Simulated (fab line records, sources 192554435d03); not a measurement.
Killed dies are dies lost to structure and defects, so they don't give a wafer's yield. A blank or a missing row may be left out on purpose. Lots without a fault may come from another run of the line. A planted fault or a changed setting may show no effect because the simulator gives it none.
Chamber matching | flow n5_finfet | N5_HKMG_FIN_ETCH_32 on rie_diel-01: 4 sister chambers
The step etches SOC in N2/H2, target depth 240 nm, time 300 s. 22 wafers are shown with their chamber, then 11 later ones without.

WAFERS WITH THEIR CHAMBER
wafer  | chamber | showerhead_plenum_p_Torr (Torr) | drypump_motor_current_A (A) | throttle_valve_pct (%)
L076.1 | 2       | 2.55                            | 5.5                         | 17.66
L076.2 | 1       | 2.50                            | 4.8                         | 17.92
L076.4 | 0       | 2.62                            | 5.3                         | 18.40
L077.1 | 1       | 2.50                            | 4.9                         | 17.93
L077.5 | 2       | 2.54                            | 5.5                         | 17.66
L077.6 | 0       | 2.62                            | 5.4                         | 18.40
L079.1 | 2       | 2.54                            | 5.5                         | 17.68
L079.2 | 0       | 2.62                            | 5.4                         | 18.41
L079.3 | 3       | 2.61                            | 5.7                         | 17.65
L080.2 | 2       | 2.54                            | 5.5                         | 17.69
L080.5 | 2       | 2.54                            | 5.5                         | 17.70
L080.6 | 3       | 2.61                            | 5.8                         | 17.67
L084.1 | 1       | 2.50                            | 4.8                         | 17.51
L084.3 | 2       | 2.54                            | 5.5                         | 17.70
L084.6 | 2       | 2.54                            | 5.5                         | 17.71
L087.3 | 3       | 2.60                            | 5.8                         | 17.69
L087.5 | 3       | 2.60                            | 5.8                         | 17.65
L087.6 | 2       | 2.53                            | 5.5                         | 17.71
L088.1 | 2       | 2.53                            | 5.5                         | 17.72
L088.3 | 0       | 2.62                            | 5.4                         | 18.00
L088.4 | 2       | 2.53                            | 5.5                         | 17.73
L091.1 | 3       | 2.60                            | 5.8                         | 17.70

SIGNATURES (means of the wafers above)
reading                  | chamber 0 | chamber 1 | chamber 2 | chamber 3 | scatter within a chamber
showerhead_plenum_p_Torr | 2.6200    | 2.5000    | 2.5380    | 2.6040    | 0.00516
drypump_motor_current_A  | 5.375     | 4.833     | 5.500     | 5.780     | 0.0351
throttle_valve_pct       | 18.3025   | 17.7867   | 17.6960   | 17.6720   | 0.116
Rule: a wafer's distance from a chamber is the root of the sum, over the readings, of the square of ((its reading less the chamber's mean) divided by the reading's scatter). The wafer belongs to the nearest chamber; if the next one is less than 2 further off, it can't be placed. The scatter: the root of (the sum of the squares of (reading less its chamber's mean) over the shown wafers, divided by (wafers less chambers)).

WAFERS WITHOUT THEIR CHAMBER
wafer  | showerhead_plenum_p_Torr (Torr) | drypump_motor_current_A (A) | throttle_valve_pct (%)
L091.5 | 2.53                            | 5.5                         | 17.72
L091.6 | 2.49                            | 4.9                         | 17.52
L090.1 | 2.61                            | 5.4                         | 18.02
L090.3 | 2.60                            | 5.8                         | 17.68
L090.5 | 2.60                            | 5.8                         | 17.68
L094.2 | 2.53                            | 5.5                         | 17.74
L094.4 | 2.49                            | 4.9                         | 17.54
L094.6 | 2.49                            | 4.9                         | 17.54
L096.2 | 2.49                            | 4.9                         | 17.55
L096.4 | 2.60                            | 5.8                         | 17.70
L096.6 | 2.48                            | 4.9                         | 17.55

WHICH CHAMBER EACH WENT THROUGH
wafer  | from the rows above | in truth
L091.5 | 2                   | 2
L091.6 | 1                   | 1
L090.1 | 0                   | 0
L090.3 | 3                   | 3
L090.5 | 3                   | 3
L094.2 | 2                   | 2
L094.4 | 1                   | 1
L094.6 | 1                   | 1
L096.2 | 1                   | 1
L096.4 | 3                   | 3
L096.6 | 1                   | 1
Placed correctly: 11 of 11. Can't be placed from these rows: 0. Placed wrongly: 0.
